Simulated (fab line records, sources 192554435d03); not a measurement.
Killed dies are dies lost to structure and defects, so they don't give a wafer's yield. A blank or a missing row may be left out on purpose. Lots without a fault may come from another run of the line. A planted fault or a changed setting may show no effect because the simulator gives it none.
Split-lot experiment | flow n5_finfet | 7 lots, 39 wafers read, on a route of 1938 steps

THE SPLIT
At N5_MOL_CONTACT_COAG_ETCH_47 (etches SiNx in CH3F/O2, stops on W, target depth 27 nm), the setting source_w was moved away from the recipe's 395 W on 12 of the 39 wafers read, by -13.1% to +14.1%. The other wafers ran this setting at the recipe's value.

The reading is taken at the split's own step.

THE READING
rf_vpp_V, in V, at N5_MOL_CONTACT_COAG_ETCH_47 (etches SiNx in CH3F/O2, stops on W, target depth 27 nm). Fault-free wafers of this fab line usually give 298.4 V, standard deviation 2.3 V.

wafer  | tool, chamber at the split | source_w as run, W | against the recipe | rf_vpp_V, V | against lot-mates on the recipe
L078.1 | rie_diel-04, 1             | 450.7              | +14.1%             | 276.5       | -20.4
L078.2 | rie_diel-04, 2             | 395                | recipe             | 297.3       | -
L078.3 | rie_diel-04, 3             | 450.7              | +14.1%             | 281.9       | -15.0
L078.4 | rie_diel-04, 0             | 395                | recipe             | 297.0       | -
L078.5 | rie_diel-04, 0             | 395                | recipe             | 296.4       | -
L078.6 | rie_diel-04, 1             | 450.7              | +14.1%             | 277.4       | -19.5
L079.1 | rie_diel-02, 1             | 395                | recipe             | 299.6       | -
L079.2 | rie_diel-02, 0             | 395                | recipe             | 297.7       | -
L079.3 | rie_diel-02, 2             | 395                | recipe             | 302.4       | -
L079.4 | rie_diel-02, 3             | 395                | recipe             | 298.5       | -
L079.5 | rie_diel-02, 3             | 395                | recipe             | 298.7       | -
L079.6 | rie_diel-02, 2             | 395                | recipe             | 299.8       | -
L086.1 | rie_diel-05, 0             | 395                | recipe             | 300.6       | -
L086.2 | rie_diel-05, 1             | 366.7              | -7.2%              | 308.4       | +7.7
L086.3 | rie_diel-05, 2             | 395                | recipe             | 301.7       | -
L086.4 | rie_diel-05, 3             | 366.7              | -7.2%              | 308.1       | +7.4
L086.5 | rie_diel-05, 0             | 395                | recipe             | 299.7       | -
L086.6 | rie_diel-05, 1             | 366.7              | -7.2%              | 308.3       | +7.6
L085.1 | rie_diel-05, 0             | 395                | recipe             | 300.4       | -
L085.2 | rie_diel-05, 1             | 395                | recipe             | 296.3       | -
L085.3 | rie_diel-05, 3             | 395                | recipe             | 296.8       | -
L085.4 | rie_diel-05, 2             | 395                | recipe             | 302.7       | -
L085.5 | rie_diel-05, 1             | 395                | recipe             | 299.2       | -
L085.6 | rie_diel-05, 0             | 395                | recipe             | 301.4       | -
L090.1 | rie_diel-04, 2             | 343.1              | -13.1%             | 317.7       | +19.5
L090.2 | rie_diel-04, 3             | 395                | recipe             | 300.6       | -
L090.3 | rie_diel-04, 1             | 343.1              | -13.1%             | 313.6       | +15.4
L090.4 | rie_diel-04, 0             | 395                | recipe             | 296.9       | -
L090.5 | rie_diel-04, 3             | 343.1              | -13.1%             | 320.6       | +22.4
L090.6 | rie_diel-04, 2             | 395                | recipe             | 297.0       | -
L093.1 | rie_diel-02, 3             | 395                | recipe             | 297.9       | -
L093.2 | rie_diel-02, 0             | 395                | recipe             | 299.6       | -
L093.6 | rie_diel-02, 3             | 395                | recipe             | 298.2       | -
L097.1 | rie_diel-04, 2             | 395                | recipe             | 295.6       | -
L097.2 | rie_diel-04, 0             | 395                | recipe             | 296.3       | -
L097.3 | rie_diel-04, 3             | 358.9              | -9.1%              | 313.1       | +16.7
L097.4 | rie_diel-04, 1             | 358.9              | -9.1%              | 306.6       | +10.2
L097.5 | rie_diel-04, 3             | 358.9              | -9.1%              | 313.3       | +16.9
L097.6 | rie_diel-04, 0             | 395                | recipe             | 297.3       | -

THE FIT
A straight line over all 39 wafers: rf_vpp_V changes by -1.4 V for each +1% of source_w; r = -0.97; the points scatter about the line by 2.2 V.
The same after taking each lot's own level away (the mean of its wafers on the recipe; 39 wafers): -1.37 V for each +1%; r = -0.97; scatter 2.1 V.
On that fit, the largest move of source_w shifts the reading by 19 V.
The lots' own levels span 296.40 to 300.67 V, that is 1.9 times the standard deviation above.
So the lot-to-lot level changes the slope little: the two slopes agree.
Check: with one of the wafers moved furthest among these (+14.1%) left out of the fit, the line predicts -18.9 V for it against its lot-mates. It came out at -20.4 V against them.
Tool readings at the split's step, against how far the setting was moved: rf_vpp_V r = -0.97.

OTHER SPLITS ON THESE WAFERS
These wafers also went through other splits before the reading. Each is held against what the fit with the lots' levels taken away leaves over:
other split on the same wafers         | wafers away from the commonest value | r with rf_vpp_V (lot level and that fit taken away)
N5_FIN_SAQP_HM_DEP_72 time_s           | 18                                   | +0.21
N5_DUMMY_GATE_ETCH_31 target_depth_a   | 15                                   | -0.13
N5_DUMMY_GATE_ETCH_32 time_s           | 6                                    | -0.15
N5_SD_EPI_P_EPI_21 dopant_conc_cm3     | 9                                    | +0.35
N5_HKMG_FIN_ETCH_32 bias_w             | 12                                   | -0.05
N5_MOL_CONTACT_COAG_VIA_ETCH_46 bias_w | 12                                   | -0.15

THE FILE'S OWN FIT
rf_vpp_V changes by -1.38 V for each +1% of source_w, r = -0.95.
